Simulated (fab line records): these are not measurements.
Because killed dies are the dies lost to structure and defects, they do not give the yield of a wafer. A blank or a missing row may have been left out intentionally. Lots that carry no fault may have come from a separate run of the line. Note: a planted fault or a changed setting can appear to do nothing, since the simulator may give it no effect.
Problem report in the 8D (eight disciplines) form, filled by code    flow nand-harc    the parts of the form that need people (team, actions taken, sign-off) are left out

1. WHAT IS WRONG
A mean of 109 is read at NHARC_END_SORT_01 for killed-dies, taken on 1 wafer of 1 lot, against 46 (standard deviation 10) on wafers free of any fault. That is +6.3 standard deviations from the usual mean.
Earliest sighting: wafer L336.3 on prober-01 at day 31 02:07. The record holds 3 wafers of 1 lot with a number at this step. The rule behind "out" and "out of limits": a value lying over 4 standard deviations away from the usual mean. All remaining wafers that have a number are taken as sound.

2. WHAT IT IS, WHAT IT ISN'T
question                     is                            is not
which readings at this step  killed-dies, killed-at-array  killed-at-other, killed-at-periphery, killed-open, killed-short
which lots                   L336                          -
which wafers of those lots   L336.3                        L336.1, L336.2
read on which gauges         prober-01                     -
when                         from day 31 02:07             up to then (2 sound wafers)

3. WHAT RULES OUT EACH SUSPECT
Counting: any tool at a process step up to the reading remains a suspect provided it ran every lot that is out. Sound lots after the first of them don't rule it out here, since some wafers of a struck lot are sound.
- the gauge at NHARC_END_SORT_01: kept. All the wafers that are out were read on prober-01, and no step on other tools shows them out.
- rie-diel-04 at NHARC_A_CONTACT_STRIP_103 (strips in N2/H2): kept. It ran the lot that is out, L336 (day 28 13:32).
- rie-diel-09 at NHARC_A_BONDPAD_ETCH_34 (etches the open film in N2/H2, target depth 60 nm, overetch 18 nm, time 65.91 s): kept. It ran the lot that is out, L336 (day 29 13:08).
- cmp-03 at NHARC_A_BONDPAD_CMP_19 (polishes, t overpolish 30 s, cu recess touch 16 s, target thk 169.82 nm): kept. It ran the lot that is out, L336 (day 29 15:04).
- Within rie-diel-09 at NHARC_A_BONDPAD_ETCH_34: the wafers that are out ran in chamber 1; their sound lot-mates ran in chambers 0, 2.
- Within cmp-03 at NHARC_A_BONDPAD_CMP_19: the wafers that are out ran in chamber 1; their sound lot-mates ran in chambers 0, 2.
Left after counting: rie-diel-04 at NHARC_A_CONTACT_STRIP_103, rie-diel-09 at NHARC_A_BONDPAD_ETCH_34, cmp-03 at NHARC_A_BONDPAD_CMP_19, prober-01 at NHARC_END_SORT_01.

4. THE CAUSE (what the simulator had put in)
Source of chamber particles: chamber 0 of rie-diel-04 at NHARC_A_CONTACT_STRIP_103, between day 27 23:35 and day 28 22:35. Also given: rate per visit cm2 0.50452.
4 suspects survive the count, and this tool is in that group.

5. THE CHAIN OF EFFECTS, in route order
Each row: a reading where the mean over the struck wafers with a number is more than 3 standard deviations away from the usual. Scope: only readings with a usual standard deviation given in the record; hours: median across lots of the time from each lot's start at the first step in this table that gives one to its start at this step; sigmas: change in usual standard deviations.
hours  step               reading          usual  on struck wafers  change  sigmas
0      NHARC_END_SORT_01  killed-at-array  41     102               +61     +6.1
0      NHARC_END_SORT_01  killed-dies      46     109               +63     +6.3

6. HOW IT WOULD HAVE BEEN CAUGHT EARLIER
In this record the first reading out of limits at a measuring or inspecting step was taken at day 31 02:07, 75 hours after the fault began at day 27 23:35.
Each of the lots that are out, 1 in all, had begun NHARC_A_CONTACT_STRIP_103 on rie-diel-04 no later than day 31 02:07. Holding the tool at that point would not have protected any of them.
